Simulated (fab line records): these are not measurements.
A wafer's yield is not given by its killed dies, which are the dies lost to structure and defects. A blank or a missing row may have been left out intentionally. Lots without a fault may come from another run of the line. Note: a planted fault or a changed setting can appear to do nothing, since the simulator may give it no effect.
Matching of chambers -- flow n5 finfet -- 4 sister chambers for N5_GATE_CUT_HM_OPEN_40 on rie diel-04
The step chemistry C4F6/O2, target SiO2, target depth 139 nm, time 85.1 s. 14 wafers are shown with their chamber, then 7 later ones without.

== WAFERS WITH THEIR CHAMBER ==
wafer,chamber,rf vpp V (V),oes_f_703_au (a.u.),oes product au (a.u.)
L080.1,2,678,0.72,0.65
L080.3,0,659,0.76,0.66
L080.4,1,644,0.83,0.75
L084.2,3,652,0.92,0.82
L084.5,2,678,0.71,0.64
L084.6,3,652,0.93,0.82
L091.3,1,643,0.81,0.73
L091.5,2,679,0.71,0.63
L091.6,1,642,0.81,0.73
L092.1,3,651,0.90,0.80
L092.3,0,658,0.74,0.64
L092.5,3,652,0.90,0.80
L093.3,2,677,0.70,0.64
L093.4,0,661,0.74,0.64

SIGNATURES, as means of the wafers listed above
reading,chamber 0,chamber 1,chamber 2,chamber 3,scatter within a chamber
rf vpp V,659.33,643.00,678.00,651.75,0.97
oes_f_703_au,0.7467,0.8167,0.7100,0.9125,0.0119
oes product au,0.6467,0.7367,0.6400,0.8100,0.0106
Rule: distance of a wafer from a chamber = root of the sum over the readings of ((wafer's reading minus chamber's mean) / reading's scatter) squared. The wafer belongs to the nearest chamber; if the next one is less than 2 further off, it can't be placed. The scatter is the square root of a quotient: the sum, over the shown wafers, of each reading's squared deviation from its chamber's mean, divided by wafers minus chambers.

== WAFERS WITHOUT THEIR CHAMBER ==
wafer,rf vpp V (V),oes_f_703_au (a.u.),oes product au (a.u.)
L093.6,652,0.90,0.80
L095.3,651,0.89,0.80
L095.5,643,0.80,0.72
L095.6,677,0.70,0.63
L097.4,677,0.69,0.63
L097.5,677,0.70,0.63
L097.6,643,0.80,0.72

== WHICH CHAMBER EACH WENT THROUGH ==
wafer,from the rows above,in truth
L093.6,3,3
L095.3,3,3
L095.5,1,1
L095.6,2,2
L097.4,2,2
L097.5,2,2
L097.6,1,1
Placed correctly: 7 of 7. From these rows, 0 cannot be placed. Placed wrongly: 0.
